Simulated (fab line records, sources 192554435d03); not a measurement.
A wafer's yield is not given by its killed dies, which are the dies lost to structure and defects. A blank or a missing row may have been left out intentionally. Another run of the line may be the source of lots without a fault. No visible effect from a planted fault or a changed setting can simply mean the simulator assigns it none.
fab line records	flow n5Finfet
[record] lots = 10	wafers = 30	lastDay = 17
route steps=1938 shown BEOL_M9@1405 PASSIVATION@1936
lots with no fault: from the same line, run without faults
startH: start of the lot's first displayed wafer, in hours after the record's first day	waitH: hours from the lot's prior step to this one	" the same as in the row above	L1.1+2: a row that stands for several wafers	- either no value or no given start	* or withheld: withheld	< > ~ a bound
route shown NAME@n: NAME is a module with steps in the file, n the number in the route of the first one	usual: mean/standard deviation of fault-free wafers	same: alike in all rows	chamber/n: place in a boat	sites: the reading at each site	_std_site: standard deviation across them	_edge_site: the outer-site mean with the inner-site mean subtracted	radiusMm: for every site, how far away it sits from the centre of the wafer	mask NAME#n: copy n	behind: the tool/chamber that last shaped the wafer	hold: the reason the lot was held/the length of the hold in hours/how it ended	device: the n, p or np transistor that did not switch	end of line: at the end of the route, the tests of the same wafers	where a step has no rows: the recipe by itself	killed: not the wafer's yield, but the dies lost to structure and defects at the first sort	map: the dies of a wafer, with x for killed, . for not killed, _ for no die there
set.NAME: setting as actually run; set.NAME@STEP: the setting as run at that earlier step	model.NAME: the simulator's own value behind a step, which no gauge read
route steps across a sampled set of lots; one table per step, one row per wafer
services: from which hour (startH, from the record's first day; less than 0 if before it) a tool's chamber was out of use, for how many hours, and why
[[steps]]
[step N5_BEOL_M9_HM_DEP_02]
[recipe] material = TiN	targetThkA = 200	tempC = 25	chamberPressurePa = 0.49996
[usual] throttleValvePct = 29.9/1
lot.wafer	tool	chamber	startH	waitH	throttleValvePct
L939.1	pvdSputter-01	-	218.02	1.6	30.6
L939.2	"	-	"	"	29.6
L939.4	"	-	"	"	30.7
L938.1	pvdSputter-01	-	218.12	1.5	29.6
L938.2	"	-	"	"	30.0
L938.4	"	-	"	"	30.9
L942.1	pvdSputter-02	-	230.14	0.1	31.7
L942.2	"	-	"	"	28.8
L942.3	"	-	"	"	28.9
L945.2	pvdSputter-03	-	252.01	0.6	31.4
L945.5	"	-	"	"	28.9
L945.6	"	-	"	"	29.7
L950.3	pvdSputter-01	-	287.05	0.9	29.1
L950.5	"	-	"	"	30.0
L950.6	"	-	"	"	30.5
L952.1	pvdSputter-01	-	295.03	1.5	29.6
L952.3	"	-	"	"	30.2
L952.6	"	-	"	"	30.4
L953.1	pvdSputter-02	-	315.00	0.8	28.9
L953.3	"	-	"	"	31.6
L953.5	"	-	"	"	31.8
L955.1	pvdSputter-02	-	320.49	0.3	29.0
L955.2	"	-	"	"	28.8
L955.3	"	-	"	"	30.2
L956.1	pvdSputter-01	-	323.94	1.1	29.5
L956.2	"	-	"	"	30.8
L956.4	"	-	"	"	29.9
L958.1	pvdSputter-02	-	349.34	3.3	30.3
L958.4	"	-	"	"	29.1
L958.6	"	-	"	"	31.4
[step N5_BEOL_M9_DESCUM_16]
[recipe] chemistry = O2	timeS = 7.9	sourcePowerW = 50	biasPowerW = 20	pressureMtorr = 20	rfFrequencyHz = 2.712e+07	tempC = 40	resist = CAR-ArF	o2FlowSccm = 225
[usual] drypumpMotorCurrentA = 5.5/0.47	oesProductAu = 0.78/0.09	rfVppV = 243.2/1.3	showerheadPlenumPTorr = 2.09/0.063	throttleValvePct = 20.41/0.21
lot.wafer	tool	chamber	startH	waitH	drypumpMotorCurrentA	oesProductAu	rfHoursCounterH	rfVppV	showerheadPlenumPTorr	throttleValvePct
L939.1	rieDiel-05	3	218.61	0.0	5.5	0.74	176	241.3	2.00	20.57
L939.2	"	2	"	"	6.4	0.68	228	242.1	1.99	20.82
L939.4	"	1	"	"	5.0	0.71	-	244.8	2.15	20.27
L938.1	rieDiel-03	1	218.79	0.0	5.4	0.80	117	244.1	2.10	20.27
L938.2	"	2	"	"	4.8	0.93	17	244.7	2.14	20.32
L938.4	"	3	"	"	5.3	0.69	206	243.2	2.06	20.39
L942.1	rieDiel-05	3	230.74	0.0	5.5	0.74	179	242.7	2.00	20.57
L942.2	"	0	"	"	6.4	0.67	247	244.0	2.06	20.81
L942.3	"	1	"	"	5.0	0.70	223	245.4	2.15	20.27
L945.2	rieDiel-03	1	253.32	0.8	5.4	0.79	128	242.8	2.10	20.28
L945.5	"	0	"	"	5.5	0.79	-	242.6	2.11	20.42
L945.6	"	3	"	"	5.3	0.69	-	241.9	2.06	20.40
L950.3	rieDiel-05	0	287.69	0.1	6.4	0.94	14	243.9	2.05	20.47
L950.5	"	3	"	"	5.5	0.71	-	242.6	1.99	20.61
L950.6	"	1	"	"	5.0	0.69	-	244.3	2.14	20.32
L952.1	rieDiel-05	3	295.61	0.0	5.5	0.72	208	241.8	1.99	20.62
L952.3	"	1	"	"	5.0	0.69	244	245.3	2.14	20.31
L952.6	"	3	"	"	5.5	0.72	-	241.4	1.99	20.61
L953.1	rieDiel-03	2	315.59	0.0	4.8	0.86	49	243.7	2.13	20.37
L953.3	"	1	"	"	5.4	0.75	152	242.1	2.09	20.31
L953.5	"	2	"	"	4.8	0.86	-	243.8	2.13	20.37
L955.1	rieDiel-02	2	321.22	0.2	5.2	0.74	199	244.3	2.08	20.65
L955.2	"	3	"	"	5.8	0.71	208	243.7	2.17	20.51
L955.3	"	0	"	"	5.9	0.87	68	244.6	2.20	19.94
L956.1	rieDiel-02	3	324.40	0.0	5.8	0.71	208	244.9	2.16	20.51
L956.2	"	1	"	"	5.4	0.83	67	242.3	2.13	20.29
L956.4	"	0	"	"	5.9	0.86	68	244.2	2.20	19.94
L958.1	rieDiel-02	3	349.93	0.0	5.8	0.70	215	244.2	2.16	20.52
L958.4	"	2	"	"	5.2	0.73	206	242.8	2.08	20.66
L958.6	"	3	"	"	5.7	0.71	-	244.6	2.16	20.51
[step N5_BEOL_M9_EXPOSE_25]
[recipe] maskId = V8	na = 0.33	sourceShape = annular	sigmaInner = 0.4	sigmaOuter = 0.8	polarization = unpolarized	doseMj = 37.25
[usual] exposureDoseMJCm2 = 37.27/0.033	reticleTempC = 23.02/0.099
lot.wafer	tool	chamber	startH	waitH	mask	exposureDoseMJCm2	reticleTempC
L939.1	euvScanner-01	0	221.56	-	V8#0	37.23	23.03
L939.2	"	0	"	"	V8#0	37.25	22.97
L939.4	"	0	"	"	V8#0	37.27	22.95
L938.1	euvScanner-02	0	221.73	-	V8#0	37.26	23.08
L938.2	"	0	"	"	V8#0	37.26	23.12
L938.4	"	0	"	"	V8#0	37.26	23.01
L942.1	euvScanner-01	0	231.65	-	V8#0	37.26	23.09
L942.2	"	0	"	"	V8#0	37.29	23.13
L942.3	"	0	"	"	V8#0	37.29	23.06
L945.2	euvScanner-01	0	254.19	-	V8#0	37.25	22.89
L945.5	"	0	"	"	V8#0	37.30	22.90
L945.6	"	0	"	"	V8#0	37.22	23.07
L950.3	euvScanner-02	0	288.54	-	V8#0	37.30	23.04
L950.5	"	0	"	"	V8#0	37.33	23.04
L950.6	"	0	"	"	V8#0	37.34	23.08
L952.1	euvScanner-02	0	298.29	-	V8#0	35.19	23.10
L952.3	"	0	"	"	V8#0	35.20	23.17
L952.6	"	0	"	"	V8#0	35.14	23.12
L953.1	euvScanner-02	0	319.44	-	V8#0	35.64	22.94
L953.3	"	0	"	"	V8#0	35.58	22.92
L953.5	"	0	"	"	V8#0	35.57	23.01
L955.1	euvScanner-02	0	322.68	-	V8#0	35.91	23.09
L955.2	"	0	"	"	V8#0	36.00	23.05
L955.3	"	0	"	"	V8#0	35.93	22.96
L956.1	euvScanner-02	0	325.92	-	V8#0	36.23	23.13
L956.2	"	0	"	"	V8#0	36.27	22.99
L956.4	"	0	"	"	V8#0	36.20	23.07
L958.1	euvScanner-01	0	351.84	-	V8#0	37.30	22.96
L958.4	"	0	"	"	V8#0	37.29	22.99
L958.6	"	0	"	"	V8#0	37.31	22.96
[step N5_BEOL_M9_CD_MEAS_28]
[recipe] targetCdNm = 70	landingEnergyEv = 500	detector = seInlens	polarity = opening
[usual] cdNm = 69.94/0.24
lot.wafer	tool	chamber	startH	waitH	cdNm
L939.1	cdSem-01	0	221.69	-	70.13
L939.2	"	0	"	"	70.40
L939.4	"	0	"	"	70.21
L938.1	cdSem-01	0	221.86	-	69.83
L938.2	"	0	"	"	69.48
L938.4	"	0	"	"	69.99
L942.1	cdSem-01	0	231.78	-	70.21
L942.2	"	0	"	"	70.11
L942.3	"	0	"	"	70.32
L945.2	cdSem-01	0	254.32	-	69.81
L945.5	"	0	"	"	69.64
L945.6	"	0	"	"	69.76
L950.3	cdSem-03	0	288.66	-	69.81
L950.5	"	0	"	"	69.69
L950.6	"	0	"	"	69.72
L952.1	cdSem-03	0	298.42	-	68.08
L952.3	"	0	"	"	68.25
L952.6	"	0	"	"	68.25
L953.1	cdSem-03	0	319.57	-	69.13
L953.3	"	0	"	"	68.82
L953.5	"	0	"	"	68.80
L955.1	cdSem-02	0	322.81	-	69.20
L955.2	"	0	"	"	69.23
L955.3	"	0	"	"	68.94
L956.1	cdSem-03	0	326.05	-	69.02
L956.2	"	0	"	"	69.42
L956.4	"	0	"	"	69.33
L958.1	cdSem-03	0	351.97	-	69.63
L958.4	"	0	"	"	69.67
L958.6	"	0	"	"	69.80
[step N5_BEOL_M9_ETCH_66]
[recipe] chemistry = N2/H2	target = SOC	targetDepthA = 800	overetchA = 160	maskMaterial = SiARC	tempC = 40	timeS = 120	ionEnergyEv = 200	pressureMtorr = 30	sourceW = 840	biasW = 150	n2FlowSccm = 200	h2FlowSccm = 200
[usual] drypumpMotorCurrentA = 5.5/0.48	oesProductAu = 0.60/0.066	rfVppV = 524.1/2.2	showerheadPlenumPTorr = 2.54/0.074	throttleValvePct = 17.79/0.19
lot.wafer	tool	chamber	startH	waitH	drypumpMotorCurrentA	oesProductAu	rfHoursCounterH	rfVppV	showerheadPlenumPTorr	throttleValvePct
L939.1	rieDiel-03	3	221.90	0.0	5.4	0.54	207	521.9	2.51	17.80
L939.2	"	2	"	"	4.9	0.70	18	525.7	2.60	17.67
L939.4	"	0	"	"	5.5	0.61	108	523.1	2.56	17.76
L938.1	rieDiel-03	3	222.32	0.0	5.3	0.54	207	521.7	2.51	17.80
L938.2	"	1	"	"	5.4	0.61	118	523.0	2.55	17.60
L938.4	"	0	"	"	5.6	0.60	108	523.9	2.56	17.78
L942.1	rieDiel-05	0	232.03	0.0	6.5	0.52	247	524.1	2.50	18.19
L942.2	"	3	"	"	5.5	0.56	179	521.6	2.43	17.97
L942.3	"	1	"	"	5.0	0.54	223	525.2	2.62	17.77
L945.2	rieDiel-03	0	255.03	0.0	5.5	0.60	121	525.2	2.56	17.82
L945.5	"	3	"	"	5.4	0.52	-	523.8	2.51	17.82
L945.6	"	0	"	"	5.5	0.59	-	524.3	2.56	17.81
L950.3	rieDiel-03	3	288.86	0.0	5.3	0.52	233	523.4	2.50	17.86
L950.5	"	2	"	"	4.8	0.67	-	525.7	2.59	17.70
L950.6	"	1	"	"	5.4	0.60	-	525.5	2.54	17.62
L952.1	rieDiel-05	0	298.62	0.0	6.4	0.71	18	523.8	2.49	17.79
L952.3	"	3	"	"	5.5	0.55	209	520.1	2.42	18.03
L952.6	"	0	"	"	6.5	0.71	-	522.8	2.49	17.79
L953.1	rieDiel-05	3	319.77	0.0	5.5	0.54	217	521.0	2.42	18.03
L953.3	"	2	"	"	6.4	0.72	7	528.3	2.71	17.75
L953.5	"	3	"	"	5.5	0.54	-	520.7	2.42	18.04
L955.1	rieDiel-03	3	323.01	0.0	5.4	0.52	242	524.3	2.50	17.86
L955.2	"	2	"	"	4.8	0.66	52	526.1	2.59	17.73
L955.3	"	1	"	"	5.4	0.59	155	524.0	2.53	17.66
L956.1	rieDiel-03	3	326.26	0.0	5.3	0.52	244	522.5	2.50	17.88
L956.2	"	0	"	"	5.5	0.58	143	523.1	2.55	17.84
L956.4	"	1	"	"	5.5	0.58	156	524.8	2.53	17.66
L958.1	rieDiel-03	2	352.31	0.0	4.8	0.65	60	524.2	2.58	17.75
L958.4	"	0	"	"	5.5	0.58	-	523.5	2.55	17.84
L958.6	"	2	"	"	4.9	0.65	-	525.5	2.58	17.73
[step N5_PASSIVATION_PROBE_49]
[usual] defectLimitedYield = 91.5/1.4	killed_at_M0_to_M3 = 33/10	killed_at_M4_up = 13/5	killedAtContacts = 13/5.6	killedAtFrontEnd = 38/12	killedAtOther = 3.9/2.7	killedDies = 100/16	killedOpen = 66/13	killedShort = 32/7.2	sort_bin_5_function = 5.0/0.97	sort_bin_6_memory = 3.2/0.61	sortNPass = 1080/16	sortYieldPct = 91.5/1.4
[same] grossDies = 1180	killedAtBackSide = 0	sort_bin_4_leakage[%] = 0	sort_bin_8_speed[%] = 0
lot.wafer	tool	chamber	startH	waitH	defectLimitedYield[%]	killed_at_M0_to_M3	killed_at_M4_up	killedAtContacts	killedAtFrontEnd	killedAtOther	killedDies	killedOpen	killedShort	sort_bin_5_function[%]	sort_bin_6_memory[%]	sortNPass	sortYieldPct[%]
L953.1	prober-02	-	377.93	0.0	91.9	33	9	5	44	4	95	54	38	4.9	2.8	1085	91.9
// killed by level:class
L953.1 FIN_SAQP:geometricParticle:short=13 BEOL_M0_SAQP:geometricParticle:short=11 BEOL_M0_SAQP:geometricParticle:open=10 FIN_SAQP:geometricParticle:open=7 DUMMY_GATE:geometricParticle:open=6 BEOL_M2:geometricParticle:open=6 BEOL_M4:geometricParticle:open=4 STI_FIN_REVEAL:geometricParticle:open=3
[[services]]
tool	chamber	startH	hours	kind
euvScanner-02	-	212.96	1.0	pm
rieDiel-05	0	215.24	3.8	repair
euvScanner-01	-	219.89	1.0	pm
rieDiel-05	0	241.21	-	clean
rieDiel-05	0	241.21	-	consumableReplace:focusRing
rieDiel-02	-	243.38	28.1	pm
rieDiel-05	-	253.86	0.2	repair
euvScanner-01	-	260.61	12.0	pm
euvScanner-02	-	272.61	1.0	pm
euvScanner-01	-	276.04	1.0	pm
euvScanner-02	-	278.69	4.6	pm
euvScanner-01	-	287.04	4.6	pm
rieDiel-02	3	290.29	7.6	repair
rieDiel-02	1	297.44	11.5	repair
rieDiel-03	0	312.23	12.7	repair
euvScanner-01	-	313.58	17.3	pm
euvScanner-01	-	330.88	5.8	pm
euvScanner-02	-	336.66	1.0	pm
euvScanner-01	-	337.67	1.0	pm
pvdSputter-02	-	346.69	2.1	repair
rieDiel-03	3	348.85	-	clean
rieDiel-03	3	348.85	-	consumableReplace:focusRing
rieDiel-03	3	348.85	13.8	scheduledDown
rieDiel-03	3	348.85	13.8	ventCycle
[[key]]
[firstSign] step = N5_BEOL_M9_EXPOSE_25	reading = exposureDoseMJCm2	direction = down	sigmas = 47	usual = 37.27	struck = 35.74
[effect] step = N5_BEOL_M9_CD_MEAS_28	reading = cdNm	direction = down	sigmas = 4.5	usual = 69.94	struck = 68.87	through = controlLoop
metAt N5_BEOL_M9_EXPOSE_25
struckLots L952,L953,L955,L956
[loopTrim] step = N5_BEOL_M9_EXPOSE_25	setting = dose	lots = L953,L955,L956
notActingAt N5_BEOL_M9_HM_DEP_02,N5_BEOL_M9_DESCUM_16,N5_BEOL_M9_ETCH_66
onsetBetween 288.54 298.29
[earlierFault] kind = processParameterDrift	tool = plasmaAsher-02	chamber = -	onsetH = 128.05	steps = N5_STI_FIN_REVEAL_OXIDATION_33	channel = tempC	offset = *	shape = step	actsIn = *	stated = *
[earlierFault] kind = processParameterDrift	tool = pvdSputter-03	chamber = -	onsetH = 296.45	steps = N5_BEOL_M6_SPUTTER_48	channel = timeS	offset = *	shape = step	actsIn = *	stated = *
[fault] kind = processParameterDrift	tool = euvScanner-02	chamber = -	onsetH = 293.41	steps = N5_BEOL_M9_EXPOSE_25	channel = doseMj	offset = -2.0718	shape = step	actsIn = theseRecipesOnly	stated = 37.25
// loopTrim: a control loop set the setting to another value than it would have without faults
